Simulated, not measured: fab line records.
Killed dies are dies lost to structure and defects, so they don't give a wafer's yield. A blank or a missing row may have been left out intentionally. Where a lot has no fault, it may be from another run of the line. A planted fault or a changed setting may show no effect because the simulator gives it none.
Chamber matching -- flow nandHarc -- NHARC_A_M1_DEP_33 on pecvd-02 has 3 sister chambers
The step deposits SiCN, target thk 30 nm. 6 wafers are shown with their chamber, then 9 later ones without.

WAFERS, EACH WITH ITS CHAMBER
wafer,chamber,heaterPowerW (W)
L085.2,2,423
L089.2,2,444
L089.4,0,503
L091.2,1,597
L091.3,0,544
L091.6,1,591

WAFERS WHOSE CHAMBER IS MISSING
wafer,heaterPowerW (W)
L093.1,605
L093.2,569
L093.5,609
L096.2,598
L096.3,660
L096.6,599
L097.2,651
L097.4,648
L097.6,453

CHAMBER TAKEN BY EACH
wafer,from the rows above,in truth
L093.1,1,1
L093.2,can't be placed: 1 or 0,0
L093.5,1,1
L096.2,1,1
L096.3,1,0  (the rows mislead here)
L096.6,1,1
L097.2,1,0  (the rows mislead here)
L097.4,1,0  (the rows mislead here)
L097.6,2,2
Correctly placed: 5 of 9. These rows do not allow placing 1 (true chamber among the candidates in 1). Placed wrongly: 3.
How it was worked out, from the rows above alone: a wafer's distance from a chamber is the root of the sum, over the readings, of the square of ((its reading less the chamber's mean) divided by the reading's scatter). If the next closest chamber is less than 2 further off than the closest, the wafer can't be placed; otherwise it belongs to the closest. The mean given for a chamber averages the wafers shown for that chamber. The scatter is the square root of a quotient: the sum, over the shown wafers, of each reading's squared deviation from its chamber's mean, divided by wafers minus chambers.
